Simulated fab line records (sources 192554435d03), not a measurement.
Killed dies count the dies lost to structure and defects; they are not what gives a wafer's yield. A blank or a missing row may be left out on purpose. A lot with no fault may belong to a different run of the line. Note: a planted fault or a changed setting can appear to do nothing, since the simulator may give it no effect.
Split-lot experiment	flow n5 finfet	21 wafers read from 7 lots, route of 1938 steps

ON THE SPLIT
At N5_SD_ACTIVATION_LSA_01 (time 0.0008 s), the setting temp c was moved away from the recipe's 1080 C on 4 of the 21 wafers read, by +0.9% to +2.8%. For the rest of the wafers, this setting stayed at what the recipe calls for.

There is no step in the file separating the split from the reading.

THE READING
At N5_SD_ACTIVATION_RS_MEAS_03, a four-point-probe measurement gives RS_SD_N in ohm/sq. Fault-free wafers of this fab line usually give 21.86 ohm/sq, standard deviation 0.28 ohm/sq.

wafer	tool, chamber at the split	temp c as run, C	against the recipe	RS_SD_N, ohm/sq	against lot-mates on the recipe
L076.2	laser anneal-02, 0	1090	+0.9%	19.86	-2.00
L076.4	laser anneal-02, 0	1080	recipe	21.86	-
L076.6	laser anneal-02, 0	1090	+0.9%	19.73	-2.13
L081.2	laser anneal-01, 0	1080	recipe	21.92	-
L081.3	laser anneal-01, 0	1080	recipe	21.88	-
L081.5	laser anneal-01, 0	1080	recipe	21.94	-
L083.2	laser anneal-01, 0	1110	+2.8%	19.07	-2.57
L083.5	laser anneal-01, 0	1080	recipe	21.64	-
L083.6	laser anneal-01, 0	1110	+2.8%	18.44	-3.20
L084.1	laser anneal-02, 0	1080	recipe	21.50	-
L084.2	laser anneal-02, 0	1080	recipe	22.00	-
L084.5	laser anneal-02, 0	1080	recipe	21.64	-
L087.1	laser anneal-01, 0	1080	recipe	21.62	-
L087.4	laser anneal-01, 0	1080	recipe	21.83	-
L087.6	laser anneal-01, 0	1080	recipe	22.15	-
L096.1	laser anneal-02, 0	1080	recipe	21.40	-
L096.5	laser anneal-02, 0	1080	recipe	21.43	-
L096.6	laser anneal-02, 0	1080	recipe	21.58	-
L097.2	laser anneal-01, 0	1080	recipe	22.22	-
L097.4	laser anneal-01, 0	1080	recipe	22.00	-
L097.6	laser anneal-01, 0	1080	recipe	22.33	-

FIT RESULTS
A straight line over all 21 wafers: RS_SD_N changes by -1.18 ohm/sq for each +1% of temp c; r = -0.93; the points scatter about the line by 0.41 ohm/sq.
The same after taking each lot's own level away (the mean of its wafers on the recipe; 21 wafers): -1.13 ohm/sq for each +1%; r = -0.93; scatter 0.37 ohm/sq.
According to that fit, moving temp c by its largest amount changes the reading by 3.1 ohm/sq.
The span of the lots' own levels, 21.470 to 22.183 ohm/sq, comes to 2.5 times the standard deviation stated above.
So the lot-to-lot level changes the slope little: the two slopes agree.
Check: for one of the wafers moved furthest among these (+2.8%), held out of the fit, the line's prediction against its lot-mates is -3.72 ohm/sq. Against them it came out at -2.57 ohm/sq.
Tool readings at the split's step, against how far the setting was moved: wafer_temp_C_max r = +0.98.

THE WHOLE CHAIN: every reading that the file lists as answering this split, in the file's order
step	what it does	reading	change (the file's fit)	r (the file's)
N5_SD_ACTIVATION_LSA_01	time 0.0008 s	wafer_temp_C_max	withheld for each +1% of the setting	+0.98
N5_SD_ACTIVATION_RS_MEAS_03	measures by four-point-probe	RS_SD_N	-1.16 for each +1% of the setting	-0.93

FILE'S OWN FIT
RS_SD_N changes by -1.16 ohm/sq for each +1% of temp c, r = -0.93.
